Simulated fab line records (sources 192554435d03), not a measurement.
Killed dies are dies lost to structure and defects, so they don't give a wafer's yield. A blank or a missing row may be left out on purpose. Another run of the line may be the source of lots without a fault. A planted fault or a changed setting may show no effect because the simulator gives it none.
Chamber matching || flow n5-finfet || 3 sister chambers for N5_BEOL_M14_DEP_53 on pecvd-04
The step deposits SiCN from 3MS/NH3, target thk 50 nm, time 17.8 s. 3 wafers are shown with their chamber, then 8 later ones without.

EACH WAFER AND ITS CHAMBER
{"wafer": "L090.1", "chamber": 2, "throttle-valve-pct (%)": 16.6}
{"wafer": "L090.5", "chamber": 0, "throttle-valve-pct (%)": 17.3}
{"wafer": "L092.2", "chamber": 1, "throttle-valve-pct (%)": 17.8}

WAFERS WHOSE CHAMBER IS MISSING
{"wafer": "L092.3", "throttle-valve-pct (%)": 16.5}
{"wafer": "L092.4", "throttle-valve-pct (%)": 17.3}
{"wafer": "L094.2", "throttle-valve-pct (%)": 17.5}
{"wafer": "L094.3", "throttle-valve-pct (%)": 16.4}
{"wafer": "L094.5", "throttle-valve-pct (%)": 17.6}
{"wafer": "L096.1", "throttle-valve-pct (%)": 16.4}
{"wafer": "L096.3", "throttle-valve-pct (%)": 17.1}
{"wafer": "L096.5", "throttle-valve-pct (%)": 17.6}

CHAMBER TAKEN BY EACH
{"wafer": "L092.3", "from the rows above": 2, "in truth": 2}
{"wafer": "L092.4", "from the rows above": 0, "in truth": 0}
{"wafer": "L094.2", "from the rows above": "can't be placed: 0 or 1", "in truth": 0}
{"wafer": "L094.3", "from the rows above": 2, "in truth": 2}
{"wafer": "L094.5", "from the rows above": "can't be placed: 1 or 0", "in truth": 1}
{"wafer": "L096.1", "from the rows above": 2, "in truth": 2}
{"wafer": "L096.3", "from the rows above": "can't be placed: 0 or 2", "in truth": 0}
{"wafer": "L096.5", "from the rows above": "can't be placed: 1 or 0", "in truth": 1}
Placed correctly: 4 of 8. Unplaceable from these rows: 4, with the true chamber sitting among the candidates in 4. Wrongly placed: 0.
How it was worked out, from the rows above alone: a wafer's distance from a chamber is the root of the sum, over the readings, of the square of ((its reading less the chamber's mean) divided by the reading's scatter). The wafer belongs to the nearest chamber; if the next one is less than 2 further off, it can't be placed. The mean given for a chamber averages the wafers shown for that chamber. The scatter: with one shown wafer a chamber, the root of the mean of the squares of how far each hidden wafer lies from its nearest shown one.
